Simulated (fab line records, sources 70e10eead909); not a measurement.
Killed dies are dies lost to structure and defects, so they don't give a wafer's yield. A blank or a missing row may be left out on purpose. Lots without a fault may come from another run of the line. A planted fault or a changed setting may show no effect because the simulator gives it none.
Chamber matching | flow nand_harc | NHARC_A_BONDPAD_ETCH_34 on rie_diel-03: 4 sister chambers
The step etches the open film in N2/H2, target depth 60 nm, overetch 18 nm, time 65.91 s. 14 wafers are shown with their chamber, then 7 later ones without.

WAFERS WITH THEIR CHAMBER
wafer  | chamber | showerhead_plenum_p_Torr (Torr) | drypump_motor_current_A (A) | rf_vpp_V (V)
L077.1 | 2       | 1.97                            | 6.1                         | 428.5
L077.2 | 0       | 1.92                            | 5.7                         | 427.4
L077.3 | 1       | 2.10                            | 5.1                         | 433.5
L077.4 | 3       | 2.14                            | 5.9                         | 432.2
L077.5 | 2       | 1.97                            | 6.1                         | 427.9
L077.6 | 1       | 2.10                            | 5.1                         | 431.7
L082.1 | 1       | 2.10                            | 5.0                         | 431.6
L082.2 | 2       | 1.97                            | 6.1                         | 427.2
L082.3 | 3       | 2.13                            | 5.9                         | 432.8
L083.1 | 0       | 1.92                            | 5.7                         | 427.6
L083.2 | 1       | 2.10                            | 5.0                         | 431.7
L083.3 | 3       | 2.13                            | 5.9                         | 434.0
L089.1 | 1       | 2.10                            | 5.1                         | 430.1
L089.2 | 3       | 2.13                            | 5.9                         | 433.5

SIGNATURES (means of the wafers above)
reading                  | chamber 0 | chamber 1 | chamber 2 | chamber 3 | scatter within a chamber
showerhead_plenum_p_Torr | 1.9200    | 2.1000    | 1.9700    | 2.1325    | 0.00274
drypump_motor_current_A  | 5.700     | 5.060     | 6.100     | 5.900     | 0.0346
rf_vpp_V                 | 427.500   | 431.720   | 427.867   | 433.125   | 0.924
Rule: a wafer's distance from a chamber is the root of the sum, over the readings, of the square of ((its reading less the chamber's mean) divided by the reading's scatter). The wafer belongs to the nearest chamber; if the next one is less than 2 further off, it can't be placed. The scatter: the root of (the sum of the squares of (reading less its chamber's mean) over the shown wafers, divided by (wafers less chambers)).

WAFERS WITHOUT THEIR CHAMBER
wafer  | showerhead_plenum_p_Torr (Torr) | drypump_motor_current_A (A) | rf_vpp_V (V)
L089.3 | 1.92                            | 5.7                         | 428.6
L091.2 | 1.97                            | 6.1                         | 429.6
L091.5 | 2.10                            | 5.0                         | 431.8
L091.6 | 1.92                            | 5.7                         | 427.2
L092.3 | 2.10                            | 5.0                         | 431.3
L092.4 | 2.13                            | 5.9                         | 432.2
L092.6 | 2.13                            | 5.9                         | 434.8

WHICH CHAMBER EACH WENT THROUGH
wafer  | from the rows above | in truth
L089.3 | 0                   | 0
L091.2 | 2                   | 2
L091.5 | 1                   | 1
L091.6 | 0                   | 0
L092.3 | 1                   | 1
L092.4 | 3                   | 3
L092.6 | 3                   | 3
Placed correctly: 7 of 7. Can't be placed from these rows: 0. Placed wrongly: 0.
